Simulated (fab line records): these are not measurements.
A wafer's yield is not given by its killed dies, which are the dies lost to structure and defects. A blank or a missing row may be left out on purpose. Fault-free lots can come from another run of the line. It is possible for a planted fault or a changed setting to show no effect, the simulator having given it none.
fab line records	flow n5-finfet
[record] lots = 6	wafers = 16	last-day = 17
route steps=1938 shown BEOL_M2@914 BEOL_M4@1111 PASSIVATION@1936
lots untouched by any fault: they come from a run of this same line in which no faults occurred
start-h: the number of hours between the record's first day and the start of the first shown wafer of the lot	wait-h: hours elapsed since this lot's preceding step	" the same as in the row above	L1.1+2: a row that stands for several wafers	- no value, or no start was given	* or withheld: withheld	< > ~ a bound
route shown NAME@n: a module of which the file shows steps, and the number in the route of the first	usual: average and standard deviation across the fault-free wafers	same: alike in all rows	chamber/n: place in a boat	sites: readings site by site	_std_site: the standard deviation of these	_edge_site: inner sites' mean taken away from outer sites' mean	radius-mm: for every site, how far away it sits from the centre of the wafer	mask NAME#n: copy n	behind: the tool/chamber that last shaped the wafer	hold: reason for holding the lot/hours on hold/outcome of the hold	device: the transistor (n, p or np) that didn't switch	end of line: the route-end tests of the same wafers	a step without rows: its recipe alone	killed: count of dies lost to structure and defects at first sort (not the wafer's yield)	map: dies across one wafer; x = killed, . = not, _ = none there
set.NAME: the setting the step ran with; set.NAME@STEP: the setting that earlier step ran with	model.NAME: the simulator's own value behind a step, which no gauge read
a table for each step, a row for each wafer; lots at some steps of the route
services: from which hour (start-h, from the record's first day; less than 0 if before it) a tool's chamber was out of use, for how many hours, and why
[[steps]]
[step N5_BEOL_M2_SPUTTER_90]
[recipe] material = Cu	target-thk-a = 45	temp-c = -20	chamber-pressure-pa = 0.07	power-w = withheld	time-s = 8.29
[step N5_BEOL_M2_ANNEAL_91]
[recipe] temp-c = 400	time-s = 240	ambient = vacuum
[step N5_BEOL_M2_SPUTTER_92]
[recipe] material = Cu	target-thk-a = 45	temp-c = -20	chamber-pressure-pa = 0.07	power-w = withheld	time-s = 8.29
[usual] chamber-pressure-pa = 0.06999/0.00014	throttle-valve-pct = 29.8/0.9
lot.wafer	tool	chamber	start-h	wait-h	chamber-pressure-pa	throttle-valve-pct
L363.1	pvd-sputter-01	-	204.69	0.1	0.0701	30.5
L363.2	"	-	"	"	0.07004	31.7
L363.3	"	-	"	"	0.06995	29.5
L364.2	pvd-sputter-03	-	213.71	0.1	0.07016	31.0
L364.4	"	-	"	"	0.07003	30.6
L365.1	pvd-sputter-01	-	222.29	0.1	0.0698	29.4
L365.4	"	-	"	"	0.06968	31.6
L367.2	pvd-sputter-02	-	227.05	0.1	0.06994	29.6
L367.3	"	-	"	"	0.06992	29.3
L367.4	"	-	"	"	0.06983	29.0
L370.1	pvd-sputter-02	-	240.80	0.1	0.06983	29.0
L370.4	"	-	"	"	0.06987	30.3
L370.6	"	-	"	"	0.06973	29.1
L377.1	pvd-sputter-03	-	285.67	0.1	0.07003	28.5
L377.2	"	-	"	"	0.07018	29.2
L377.4	"	-	"	"	0.06981	31.3
[step N5_BEOL_M2_ANNEAL_93]
[recipe] temp-c = 400	time-s = 240	ambient = vacuum
[step N5_BEOL_M2_SPUTTER_94]
[recipe] material = Cu	target-thk-a = 45	temp-c = -20	chamber-pressure-pa = 0.07	power-w = withheld	time-s = 8.29
[usual] chamber-pressure-pa = 0.07001/0.00015	throttle-valve-pct = 29.8/0.9
lot.wafer	tool	chamber	start-h	wait-h	chamber-pressure-pa	throttle-valve-pct
L363.1	pvd-sputter-01	-	204.91	0.1	0.06981	30.5
L363.2	"	-	"	"	0.07013	31.9
L363.3	"	-	"	"	0.07011	29.7
L364.2	pvd-sputter-03	-	213.93	0.1	0.07011	31.1
L364.4	"	-	"	"	0.06983	30.6
L365.1	pvd-sputter-01	-	222.51	0.1	0.07022	29.5
L365.4	"	-	"	"	0.06986	31.7
L367.2	pvd-sputter-02	-	227.27	0.1	0.06993	29.0
L367.3	"	-	"	"	0.07012	29.3
L367.4	"	-	"	"	0.06998	29.0
L370.1	pvd-sputter-02	-	241.02	0.1	0.06998	29.1
L370.4	"	-	"	"	0.07005	30.0
L370.6	"	-	"	"	0.06984	29.1
L377.1	pvd-sputter-03	-	285.89	0.1	0.07003	28.6
L377.2	"	-	"	"	0.07	29.3
L377.4	"	-	"	"	0.06995	31.1
[step N5_BEOL_M2_ANNEAL_95]
[recipe] temp-c = 400	time-s = 240	ambient = vacuum
[step N5_BEOL_M2_SPUTTER_96]
[recipe] material = Cu	target-thk-a = 45	temp-c = -20	chamber-pressure-pa = 0.07	power-w = withheld	time-s = 8.29
[usual] chamber-pressure-pa = 0.07/0.00014	throttle-valve-pct = 29.9/0.89
lot.wafer	tool	chamber	start-h	wait-h	chamber-pressure-pa	throttle-valve-pct
L363.1	pvd-sputter-01	-	205.13	0.1	0.07008	30.8
L363.2	"	-	"	"	0.06998	31.7
L363.3	"	-	"	"	0.0701	29.6
L364.2	pvd-sputter-03	-	214.15	0.1	0.07028	31.3
L364.4	"	-	"	"	0.06989	30.8
L365.1	pvd-sputter-01	-	222.73	0.1	0.07008	29.8
L365.4	"	-	"	"	0.06998	31.7
L367.2	pvd-sputter-02	-	227.49	0.1	0.06988	29.4
L367.3	"	-	"	"	0.07008	29.2
L367.4	"	-	"	"	0.06992	29.0
L370.1	pvd-sputter-02	-	241.24	0.1	0.07004	29.3
L370.4	"	-	"	"	0.07002	30.1
L370.6	"	-	"	"	0.06983	28.8
L377.1	pvd-sputter-03	-	286.11	0.1	0.06983	28.5
L377.2	"	-	"	"	0.06978	29.0
L377.4	"	-	"	"	0.07012	31.4
[step N5_BEOL_M2_ECD_50]
[recipe] material = Cu	target-thk-a = 3000
[step N5_BEOL_M2_ANNEAL_51]
[recipe] temp-c = 225	time-s = 90	ambient = N2
[step N5_BEOL_M2_CMP_52]
[recipe] stop-on = SiOC	t-overpolish-s = 6.8	down-force-psi = 1	platen-rpm = 50	clearing-platen-down-force-psi = 1.5	clearing-platen-rpm = 50	post-cmp-clean = cu-alkaline	target-thk-nm = 40	clearing-platen-pad-velocity-m-s = 0.99484	pad-velocity-m-s = 0.99484
[usual] barrier-field-endpoint-s = 24.5/0.67	edge-zone-pressure-frac = 1.000/0.0056	motor-current-A = 6.1/0.65	overpolish-run-s = 6.801/0.0083	time-to-endpoint-s = 61/3.3
lot.wafer	tool	chamber	start-h	wait-h	barrier-field-endpoint-s	edge-zone-pressure-frac	motor-current-A	overpolish-run-s	time-to-endpoint-s
L363.3	cmp-02	0	205.71	0.3	22.9	1.003	5.9	6.803	55
L363.2	"	1	"	"	23.8	0.998	7.0	6.800	62
L363.1	"	3	"	"	23.7	1.002	5.9	6.802	57
L364.2	cmp-03	2	214.78	0.3	24.7	1.005	5.6	6.783	63
L364.4	"	3	"	"	24.4	1.001	5.6	6.806	57
L365.1	cmp-02	2	223.31	0.3	23.4	0.992	6.0	6.800	59
L365.4	"	3	"	"	23.4	1.000	6.0	6.786	57
L367.2	cmp-01	1	229.71	1.9	24.1	0.994	5.0	6.802	64
L367.3	"	3	"	"	24.4	1.007	5.1	6.788	62
L367.4	"	0	"	"	25.3	1.001	6.8	6.805	64
L370.1	cmp-03	2	241.87	0.3	25.6	0.987	5.7	6.804	63
L370.4	"	0	"	"	25.3	1.016	5.6	6.804	62
L370.6	"	2	"	"	25.4	0.998	6.2	6.807	65
L377.2	cmp-03	2	286.61	0.2	24.9	0.992	6.0	6.798	65
L377.4	"	3	"	"	23.7	1.005	5.9	6.809	60
L377.1	"	0	"	"	24.7	1.003	5.7	6.795	63
[step N5_BEOL_M2_THK_MEAS_53]
[recipe] thk-meas-gauge = xrf	reads = Cu_of_BEOL_M2_ECD_50
[usual] M2_THK = 40.7/1.4
lot.wafer	tool	chamber	start-h	wait-h	M2_THK[nm]
L363.1	film-metro-01	-	206.00	-	38.7
L363.2	"	-	"	"	41.9
L363.3	"	-	"	"	37.3
L364.2	film-metro-01	-	215.04	-	40.1
L364.4	"	-	"	"	39.7
L365.1	film-metro-02	-	223.57	-	40.4
L365.4	"	-	"	"	41.3
L367.2	film-metro-01	-	230.01	-	40.9
L367.3	"	-	"	"	40.3
L367.4	"	-	"	"	40.0
L370.1	film-metro-02	-	242.13	-	41.4
L370.4	"	-	"	"	40.5
L370.6	"	-	"	"	40.8
L377.1	film-metro-02	-	286.91	-	43.0
L377.2	"	-	"	"	42.7
L377.4	"	-	"	"	41.4
[step N5_BEOL_M2_PRE_CLEAN_60]
[recipe] gas = NH3/H2	time-s = 15	temp-c = *	rf-power-w = 300
[usual] heater-power-w = 99/10
lot.wafer	tool	chamber	start-h	wait-h	heater-power-w	since-wet-clean-h
L363.1	cvd-co-01	1	206.04	0.0	113	1185
L363.2	"	2	"	"	84	288
L363.3	"	0	"	"	105	747
L364.2	cvd-co-02	0	215.08	0.0	86	975
L364.4	"	0	"	"	84	-
L365.1	cvd-co-02	1	223.85	0.3	97	87
L365.4	"	2	"	"	102	-
L367.2	cvd-co-01	1	230.28	0.3	115	1209
L367.3	"	2	"	"	87	312
L367.4	"	0	"	"	107	-
L370.1	cvd-co-01	1	242.17	0.0	112	1221
L370.4	"	2	"	"	89	-
L370.6	"	1	"	"	115	-
L377.1	cvd-co-02	2	286.94	0.0	103	568
L377.2	"	0	"	"	88	1047
L377.4	"	2	"	"	105	-
[step N5_BEOL_M2_CO_CAP_55]
[recipe] material = Co	target-thk-a = 20	temp-c = 200	precursor = CCTBA/H2	pressure-torr = 30	time-s = 102.1
[usual] heater-power-w = 253/13	run-length-s = 125.2/0.6
lot.wafer	tool	chamber	start-h	wait-h	heater-power-w	run-length-s	since-wet-clean-h	model.Co_of_BEOL_M2_CO_CAP_55.thk-nm
L363.1	cvd-co-01	1	206.08	0.0	268	124.8	1185	2.2
L363.2	"	2	"	"	232	124.0	288	2.2
L363.3	"	0	"	"	262	125.8	747	2.2
L364.2	cvd-co-02	0	215.12	0.0	237	168.9	975	2.8
L364.4	"	0	"	"	242	169.0	-	2.6
L365.1	cvd-co-02	1	223.89	0.0	251	126.4	87	2.2
L365.4	"	2	"	"	260	170.0	-	3
L367.2	cvd-co-01	1	230.32	0.0	270	125.5	1209	2
L367.3	"	2	"	"	240	124.2	312	2
L367.4	"	0	"	"	266	126.0	-	2
L370.1	cvd-co-01	1	242.21	0.0	271	124.6	1221	1.8
L370.4	"	2	"	"	242	124.3	-	1.8
L370.6	"	1	"	"	272	125.1	-	2
L377.1	cvd-co-02	2	286.98	0.0	256	125.0	568	2
L377.2	"	0	"	"	240	125.0	1047	2
L377.4	"	2	"	"	260	125.3	-	2
[step N5_BEOL_M2_PRE_CLEAN_56]
[recipe] gas = NH3	time-s = 15	temp-c = withheld	rf-power-w = 300
[step N5_BEOL_M4_RC_MEAS_101]
[usual] DIBL_N = 36.1/1.6	DIBL_P = 35.8/2.1	IOFF_N = 0.16/0.031	IOFF_P = 0.21/0.034	ION_N = 673/12	ION_P = 461/7.2	SS_N = 71.4/0.59	SS_P = 73.3/0.63	VT_N = 250/3.1	VT_P = -250/3.3
lot.wafer	tool	chamber	start-h	wait-h	DIBL_N[mV/V]	DIBL_P[mV/V]	IOFF_N[nA/um]	IOFF_P[nA/um]	ION_N[uA/um]	ION_P[uA/um]	SS_N[mV/dec]	SS_P[mV/dec]	VT_N[mV]	VT_P[mV]
L363.1	prober-02	0	233.51	0.0	37.3	37.4	0.17	0.23	678	468	71.3	73.4	246	-247
L363.2	"	0	"	"	35.4	34.2	0.13	0.17	673	457	70.2	73.2	253	-254
L363.3	"	0	"	"	36.0	35.1	0.14	0.19	663	454	70.8	73.6	252	-249
L364.2	prober-01	0	235.11	0.2	35.3	36.0	0.15	0.18	667	459	70.9	73.3	252	-253
L364.4	"	0	"	"	36.2	36.8	0.15	0.19	670	457	70.8	72.1	251	-255
L365.1	prober-01	0	246.05	0.0	35.5	36.0	0.16	0.21	678	464	71.0	72.8	249	-250
L365.4	"	0	"	"	36.7	36.9	0.18	0.21	687	471	71.7	73.6	247	-254
L367.2	prober-01	0	255.70	0.2	34.0	33.6	0.12	0.19	673	459	71.1	72.6	253	-250
L367.3	"	0	"	"	35.0	33.9	0.13	0.18	673	460	70.8	73.0	252	-254
L367.4	"	0	"	"	35.4	35.4	0.14	0.22	673	466	71.7	73.9	251	-248
L370.1	prober-01	0	274.64	0.0	38.7	38.6	0.18	0.21	669	453	72.0	73.8	247	-253
L370.4	"	0	"	"	36.3	36.3	0.14	0.18	663	455	71.1	73.9	249	-255
L370.6	"	0	"	"	37.9	38.0	0.17	0.21	671	453	71.6	73.8	249	-254
L377.1	prober-02	0	310.03	0.0	31.9	32.8	0.13	0.16	671	454	70.8	72.9	252	-254
L377.2	"	0	"	"	35.8	37.0	0.17	0.21	682	467	71.5	73.8	249	-247
L377.4	"	0	"	"	36.3	36.9	0.19	0.21	677	462	72.1	74.2	245	-249
[step N5_PASSIVATION_PROBE_49]
[usual] defect-limited-yield = 91.0/1.5	killed_at_M0_to_M3 = 35/11	killed_at_M4_up = 13/6	killed-at-contacts = 14/6.5	killed-at-front-end = 40/12	killed-at-other = 4/3.4	killed-dies = 106/18	killed-open = 68/14	killed-short = 35/7.7	sort_bin_5_function = 5.2/0.98	sort_bin_6_memory = 3.4/0.72	sort-n-pass = 1074/18	sort-yield-pct = 91.0/1.5
[same] gross-dies = 1180	killed-at-back-side = 0	sort_bin_4_leakage[%] = 0	sort_bin_8_speed[%] = 0
lot.wafer	tool	chamber	start-h	wait-h	defect-limited-yield[%]	killed_at_M0_to_M3	killed_at_M4_up	killed-at-contacts	killed-at-front-end	killed-at-other	killed-dies	killed-open	killed-short	sort_bin_5_function[%]	sort_bin_6_memory[%]	sort-n-pass	sort-yield-pct[%]
L363.1	prober-01	-	345.05	0.0	92.5	34	11	5	33	5	88	48	40	4.2	3.1	1092	92.5
L365.1	prober-02	-	352.03	0.0	93.9	13	16	12	29	2	72	39	32	3.3	2.5	1108	93.9
L370.1	prober-01	-	379.54	0.0	88.9	48	9	13	59	2	131	84	39	6.0	4.4	1049	88.9
L370.4	prober-01	-	379.69	0.2	92.5	25	13	9	41	1	89	55	29	4.4	2.9	1091	92.5
L370.6	prober-01	-	379.79	0.3	91.0	29	21	17	38	1	106	68	36	5.3	3.5	1074	91.0
// killed by level:class
L363.1 BEOL_M0_SAQP:geometric-particle:open=9 BEOL_M0_SAQP:geometric-particle:short=7 BEOL_M1:geometric-particle:open=7 FIN_SAQP:geometric-particle:short=6 STARTING-WAFER:geometric-particle:open=5 GATE_CUT:geometric-particle:short=4 STARTING-WAFER:geometric-particle:short=4 MOL_CONTACT_COAG:geometric-particle:open=3
L365.1 MOL_CONTACT_COAG:geometric-particle:open=7 ILD0:geometric-particle:short=5 BEOL_M4:geometric-particle:open=5 FIN_SAQP:geometric-particle:short=4 ILD0:geometric-particle:open=4 GATE_CUT:geometric-particle:short=4 MOL_CONTACT_COAG:geometric-particle:short=4 BEOL_M1:geometric-particle:open=4
L370.1 STI_FIN_REVEAL:geometric-particle:open=12 BEOL_M1:geometric-particle:open=11 FIN_SAQP:geometric-particle:open=10 BEOL_M0_SAQP:geometric-particle:short=10 MOL_CONTACT_COAG:geometric-particle:open=9 FIN_SAQP:geometric-particle:short=8 BEOL_M0_SAQP:geometric-particle:open=8 BEOL_M0:geometric-particle:open=7
L370.4 FIN_SAQP:geometric-particle:short=10 STI_FIN_REVEAL:geometric-particle:open=9 MOL_CONTACT_COAG:geometric-particle:open=8 BEOL_M2:geometric-particle:open=6 STARTING-WAFER:geometric-particle:open=5 BEOL_M1:geometric-particle:open=5 BEOL_M5:geometric-particle:open=4 DUMMY_GATE:geometric-particle:open=3
L370.6 MOL_CONTACT_COAG:geometric-particle:open=11 BEOL_M4:geometric-particle:open=11 FIN_SAQP:geometric-particle:open=9 BEOL_M0_SAQP:geometric-particle:short=9 STARTING-WAFER:geometric-particle:short=6 FIN_SAQP:geometric-particle:short=5 MOL_CONTACT_COAG:geometric-particle:short=5 BEOL_M0_SAQP:geometric-particle:open=5
[[services]]
tool	chamber	start-h	hours	kind
cmp-03	-	181.03	5.0	pm
cmp-01	-	182.90	1.0	repair
cmp-01	-	190.13	0.5	repair
pvd-sputter-02	-	205.02	2.0	repair
cvd-co-01	-	210.55	14.6	pm
cmp-01	-	215.26	4.0	pm
cmp-01	-	219.26	-	consumable-replace:conditioner
cmp-01	-	219.26	-	consumable-replace:pad
cvd-co-02	-	225.15	6.0	pm
cmp-02	-	231.34	4.0	pm
cmp-02	-	235.34	-	consumable-replace:conditioner
cmp-02	-	235.34	-	consumable-replace:pad
pvd-sputter-01	-	246.25	3.0	repair
cmp-03	-	276.92	1.5	repair
cmp-01	-	281.67	3.9	repair
[[key]]
[first-sign] step = N5_BEOL_M2_CO_CAP_55	reading = run-length-s	direction = up	sigmas = 74	usual = *	struck = *
effect none on later readings
[model-effect] step = N5_BEOL_M2_CO_CAP_55	value = Co_of_BEOL_M2_CO_CAP_55.thk-nm	without = 1.867	struck = 2.8
met-at N5_BEOL_M2_CO_CAP_55
struck-wafers L364.2,L364.4,L365.4
[fault] kind = process-parameter-drift	tool = cvd-co-02	chamber = -	onset-h = 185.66	steps = N5_BEOL_M2_CO_CAP_55	channel = time-s	offset = *	shape = step	end-h = 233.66	scope = struck-wafers-only	acts-in = *	stated = *
